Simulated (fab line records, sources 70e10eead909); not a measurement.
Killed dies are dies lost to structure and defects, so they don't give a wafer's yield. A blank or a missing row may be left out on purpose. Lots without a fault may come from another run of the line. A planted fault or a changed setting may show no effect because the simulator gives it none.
Which tool did it? | flow nand_harc | 12 lots, 36 wafers sampled, at 5 steps of a route of 1302

WHAT THE GAUGES READ, wafer by wafer
NHARC_A_CHANNEL_HOLE_D1_CD_MEAS_18. Usual: cd_nm 99.4 nm, standard deviation 2.4.
lot  | measured     | on        | cd_nm (nm)        | flag
L584 | day 8 15:20  | cd_sem-03 | 103.1 102.9 95.7  |
L586 | day 9 15:35  | cd_sem-02 | 99.1 93.6 98.9    |
L587 | day 9 17:34  | cd_sem-03 | 102.4 98.5 99.9   |
L589 | day 10 16:14 | cd_sem-01 | 96.7 99.2 97.5    |
L594 | day 12 11:56 | cd_sem-02 | 100.0 103.3 100.0 |
L596 | day 13 12:31 | cd_sem-02 | 96.4 99.8 100.3   |
L601 | day 15 10:20 | cd_sem-01 | 101.8 94.1 100.8  |
L603 | day 16 06:03 | cd_sem-01 | 99.8 100.9 102.3  |
L604 | day 17 03:25 | cd_sem-03 | 98.2 98.4 97.0    |
L605 | day 17 08:55 | cd_sem-03 | 99.6 98.7 99.7    |
L606 | day 17 10:56 | cd_sem-03 | 100.2 98.7 97.3   |
L607 | day 17 20:32 | cd_sem-01 | 97.0 101.4 96.5   |

NHARC_END_SORT_01. Usual: killed_at_array 55, standard deviation 22; killed_at_other 1.1, standard deviation 1.4; killed_at_periphery 4, standard deviation 3.2; killed_dies 59, standard deviation 22; killed_open 3.3, standard deviation 1.8; killed_short 2.5, standard deviation 1.5.
lot  | measured     | on        | killed_at_array | killed_at_other | killed_at_periphery | killed_dies | killed_open | killed_short | flag
L587 | day 25 03:58 | prober-01 | 54 62 63        | 4 2 0           | 1 1 2               | 59 65 65    | 4 4 2       | 4 5 2        |

WHICH TOOL RAN EACH LOT (tool, then ch and the chambers of the sampled wafers, then the start)
lot  | NHARC_A_CHANNEL_HOLE_D1_ETCH_22  | NHARC_A_CHANNEL_HOLE_D1_ETCH_26  | NHARC_A_CHANNEL_FILL_D1_ALD_14
L584 | har_etch-02 ch 0,1, day 8 16:22  | har_etch-02 ch 0,1, day 8 19:11  | ald_hk-01 ch 1,2,3, day 9 04:23
L586 | har_etch-02 ch 0,1, day 9 16:32  | har_etch-02 ch 0,1, day 9 19:28  | ald_hk-02 ch 1,2,3, day 10 04:38
L587 | har_etch-01 ch 0,1, day 9 18:31  | har_etch-01 ch 0,1, day 9 21:25  | ald_hk-01 ch 0,3, day 10 04:40
L589 | har_etch-01 ch 0,1, day 10 17:21 | har_etch-01 ch 0,1, day 10 20:07 | ald_hk-02 ch 0,1,2, day 11 05:19
L594 | har_etch-01 ch 0,1, day 12 12:52 | har_etch-01 ch 0,1, day 12 15:46 | ald_hk-04 ch 0,1, day 13 00:55
L596 | har_etch-02 ch 0,1, day 13 14:44 | har_etch-02 ch 0,1, day 13 17:35 | ald_hk-02 ch 0,2,3, day 14 05:44
L601 | har_etch-01 ch 0,1, day 15 15:26 | har_etch-01 ch 0,1, day 15 18:21 | ald_hk-01 ch 0,1, day 16 03:32
L603 | har_etch-01 ch 0,1, day 16 08:01 | har_etch-01 ch 0,1, day 16 10:45 | ald_hk-02 ch 0,1, day 16 19:53
L604 | har_etch-01 ch 0,1, day 17 06:41 | har_etch-01 ch 0,1, day 17 09:32 | ald_hk-04 ch 0,2,3, day 17 19:32
L605 | har_etch-01 ch 0,1, day 17 14:34 | har_etch-01 ch 0,1, day 17 17:29 | ald_hk-01 ch 1,2,3, day 18 03:03
L606 | har_etch-02 ch 0, day 17 14:50   | har_etch-02 ch 0, day 17 17:40   | ald_hk-02 ch 0,1,3, day 18 03:01
L607 | har_etch-01 ch 0,1, day 17 21:29 | har_etch-01 ch 0,1, day 18 00:24 | ald_hk-01 ch 0,2, day 18 09:31
- NHARC_A_CHANNEL_HOLE_D1_ETCH_22: etches the open film in C4F8/O2/Ar, time 666.7 s, target depth 1600 nm.
- NHARC_A_CHANNEL_HOLE_D1_ETCH_26: etches the open film in C4F8/O2/Ar, time 224.1 s, target depth 300 nm.
- NHARC_A_CHANNEL_FILL_D1_ALD_14: deposits SiO2, target thk 2.5 nm, pulse time 10 s, ald cycles 25.

WHAT THE TOOLS THEMSELVES READ (means of the sampled wafers that have a number; where no wafer has one, the mark that the record gives instead)
NHARC_A_CHANNEL_HOLE_D1_ETCH_22. Usual: drypump_motor_current_A 5.9 A, standard deviation 0.45; showerhead_plenum_p_Torr 3.63 Torr, standard deviation 0.055; throttle_valve_pct 32.156 %, standard deviation 0.0096.
lot  | tool        | drypump_motor_current_A (A) | showerhead_plenum_p_Torr (Torr) | throttle_valve_pct (%) | flag
L584 | har_etch-02 | 6.0                         | 3.69                            | 32.152                 |
L586 | har_etch-02 | 5.5                         | 3.69                            | 32.156                 |
L587 | har_etch-01 | 5.9                         | 3.65                            | 32.154                 |
L589 | har_etch-01 | 6.1                         | 3.61                            | 32.153                 |
L594 | har_etch-01 | 5.9                         | 3.63                            | 32.159                 |
L596 | har_etch-02 | 6.0                         | 3.65                            | 32.153                 |
L601 | har_etch-01 | 6.1                         | 3.57                            | 32.163                 |
L603 | har_etch-01 | 6.1                         | 3.57                            | 32.160                 |
L604 | har_etch-01 | 5.9                         | 3.59                            | 32.152                 |
L605 | har_etch-01 | 6.1                         | 3.55                            | 32.158                 |
L606 | har_etch-02 | 6.4                         | 3.63                            | 32.153                 |
L607 | har_etch-01 | 6.1                         | 3.55                            | 32.161                 |

NHARC_A_CHANNEL_HOLE_D1_ETCH_26. Usual: drypump_motor_current_A 5.9 A, standard deviation 0.46; showerhead_plenum_p_Torr 3.67 Torr, standard deviation 0.057; throttle_valve_pct 24.585 %, standard deviation 0.0088.
lot  | tool        | drypump_motor_current_A (A) | showerhead_plenum_p_Torr (Torr) | throttle_valve_pct (%) | flag
L584 | har_etch-02 | 6.0                         | 3.74                            | 24.595                 |
L586 | har_etch-02 | 5.5                         | 3.74                            | 24.590                 |
L587 | har_etch-01 | 5.9                         | 3.69                            | 24.582                 |
L589 | har_etch-01 | 6.1                         | 3.65                            | 24.579                 |
L594 | har_etch-01 | 5.9                         | 3.67                            | 24.588                 |
L596 | har_etch-02 | 6.0                         | 3.70                            | 24.584                 |
L601 | har_etch-01 | 6.1                         | 3.61                            | 24.581                 |
L603 | har_etch-01 | 6.1                         | 3.61                            | 24.578                 |
L604 | har_etch-01 | 5.9                         | 3.63                            | 24.581                 |
L605 | har_etch-01 | 6.1                         | 3.59                            | 24.590                 |
L606 | har_etch-02 | 6.4                         | 3.67                            | 24.583                 |
L607 | har_etch-01 | 6.1                         | 3.59                            | 24.586                 |

NHARC_A_CHANNEL_FILL_D1_ALD_14. Usual: heater_power_w 425 W, standard deviation 50; precursor_pulse_height_rel 0.997, standard deviation 0.021.
lot  | tool      | heater_power_w (W) | precursor_pulse_height_rel | flag
L584 | ald_hk-01 | 397                | 1.000                      |
L586 | ald_hk-02 | 428                | 0.970                      |
L587 | ald_hk-01 | 447                | 1.001                      |
L589 | ald_hk-02 | 420                | 0.973                      |
L594 | ald_hk-04 | 482                | 1.005                      |
L596 | ald_hk-02 | 472                | 1.001                      |
L601 | ald_hk-01 | 387                | 0.997                      |
L603 | ald_hk-02 | 355                | 0.992                      |
L604 | ald_hk-04 | 435                | 0.995                      |
L605 | ald_hk-01 | 395                | 1.009                      |
L606 | ald_hk-02 | 411                | 1.004                      |
L607 | ald_hk-01 | 424                | 0.995                      |

THE ANSWER, worked out from the rows above alone
Rule: a lot is off if the mean of its wafers that have a number lies more than 3 standard deviations from the usual mean. A lot without any number at a reading at which 4 lots or more have one is off too. The other lots that the step has rows for count as sound. The gauges are gone through in route order, then the tools' own readings, and for those a lot's mean is taken as printed above. The first step at which some lot is off is used, and at that step the reading that is off furthest; a lot without a number counts as furthest.
No lot is off at any reading shown: from this, nothing can be told.

WHAT THE SIMULATOR HAD PUT IN
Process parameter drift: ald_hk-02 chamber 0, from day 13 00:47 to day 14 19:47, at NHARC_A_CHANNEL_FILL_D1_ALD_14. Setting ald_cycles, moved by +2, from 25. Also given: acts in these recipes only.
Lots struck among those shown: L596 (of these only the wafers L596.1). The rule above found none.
